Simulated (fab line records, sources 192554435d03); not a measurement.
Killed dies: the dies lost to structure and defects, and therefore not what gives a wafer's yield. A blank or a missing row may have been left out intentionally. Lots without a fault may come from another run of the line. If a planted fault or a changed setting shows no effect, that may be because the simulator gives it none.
Lot-split experiment -- flow n5 finfet -- on a route of 1938 steps: 7 lots, 21 wafers read

== ABOUT THE SPLIT ==
At N5_BEOL_M1_COAT_05 (resist thk 30 nm), the setting spin rpm was moved away from the recipe's 1500 rpm on 8 of the 21 wafers read, by -10.1% to +10.1%. The other wafers ran this setting at the recipe's value.

== FROM THE SPLIT TO THE READING: what the file shows between them, 4 steps ==
- N5_BEOL_M1_EBR_07
- N5_BEOL_M1_SOFTBAKE_06: time 60 s
- N5_BEOL_M1_EXPOSE_08: exposes mask M1
- N5_BEOL_M1_PEB_09: peb time 60 s

== THE READING ==
CAR-EUV_of_BEOL_M1_COAT_05.thk nm (the simulator's own value, which no gauge read), in nm, at N5_BEOL_M1_DEVELOP_10 (develop time 30 s). There is no usual value for it anywhere in the file. Across the 13 wafers here that went through the recipe, the average is 29.6 nm and the standard deviation 0.095 nm.

wafer,"tool, chamber at the split","spin rpm as run, rpm",against the recipe,"CAR-EUV_of_BEOL_M1_COAT_05.thk nm, nm",against lot-mates on the recipe
L077.2,"litho track-05, 0",1606,+7.1%,28.6,no lot-mate on the recipe
L077.4,"litho track-05, 0",1606,+7.1%,28.6,no lot-mate on the recipe
L077.6,"litho track-05, 0",1606,+7.1%,28.8,no lot-mate on the recipe
L078.1,"litho track-05, 0",1500,recipe,29.6,-
L078.5,"litho track-05, 0",1500,recipe,29.6,-
L078.6,"litho track-05, 0",1500,recipe,29.8,-
L079.4,"litho track-01, 0",1500,recipe,29.6,-
L079.5,"litho track-01, 0",1500,recipe,29.6,-
L079.6,"litho track-01, 0",1500,recipe,29.6,-
L082.1,"litho track-03, 0",1500,recipe,29.6,-
L082.4,"litho track-03, 0",1500,recipe,29.6,-
L082.6,"litho track-03, 0",1440,-4.0%,30.2,+0.6
L084.3,"litho track-03, 0",1500,recipe,29.4,-
L084.4,"litho track-03, 0",1349,-10.1%,31.2,+1.8
L084.5,"litho track-03, 0",1349,-10.1%,31,+1.6
L086.2,"litho track-05, 0",1652,+10.1%,28.2,-1.4
L086.3,"litho track-05, 0",1652,+10.1%,28.2,-1.4
L086.4,"litho track-05, 0",1500,recipe,29.6,-
L089.1,"litho track-01, 0",1500,recipe,29.4,-
L089.3,"litho track-01, 0",1500,recipe,29.6,-
L089.5,"litho track-01, 0",1500,recipe,29.6,-

FIT RESULTS
A straight line over all 21 wafers: CAR-EUV_of_BEOL_M1_COAT_05.thk nm changes by -0.141 nm for each +1% of spin rpm; r = -0.99; the points scatter about the line by 0.1 nm.
The same after taking each lot's own level away (the mean of its wafers on the recipe; 18 wafers): -0.153 nm for each +1%; r = -0.99; scatter 0.097 nm.
According to that fit, moving spin rpm by its largest amount changes the reading by 1.6 nm.
From 29.40 to 29.67 nm: that is the span of the lots' own levels, equal to 2.8 times the standard deviation above.
The two slopes are in agreement: the lot-to-lot level therefore moves the slope only a little.
Check: -1.57 nm against its lot-mates is what the line predicts for one of the wafers moved furthest among these (+10.1%) when that wafer is left out of the fit. Against them it came out at -1.4 nm.

== ADDITIONAL SPLITS CARRIED BY THESE WAFERS ==
Before the reading, these wafers also passed through other splits. Each is held against what the fit with the lots' levels taken away leaves over:
other split on the same wafers,wafers away from the commonest value,r with CAR-EUV_of_BEOL_M1_COAT_05.thk nm (lot level and that fit taken away)
N5_BEOL_M0_SAQP_ALD_48 ald cycles,10,+0.03

== THE WHOLE CHAIN: every reading that the file lists as answering this split, in the file's order ==
step,what it does,reading,change (the file's fit),r (the file's)
N5_BEOL_M1_COAT_05,resist thk 30 nm,"CAR-EUV_of_BEOL_M1_COAT_05.thk nm (the simulator's own value, which no gauge read)",-0.158 nm for each +1% of the setting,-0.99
N5_BEOL_M1_DEVELOP_10,develop time 30 s,"CAR-EUV_of_BEOL_M1_COAT_05.thk nm (the simulator's own value, which no gauge read)",-0.153 nm for each +1% of the setting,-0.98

== FILE'S OWN FIT ==
CAR-EUV_of_BEOL_M1_COAT_05.thk nm changes by -0.153 nm for each +1% of spin rpm, r = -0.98.
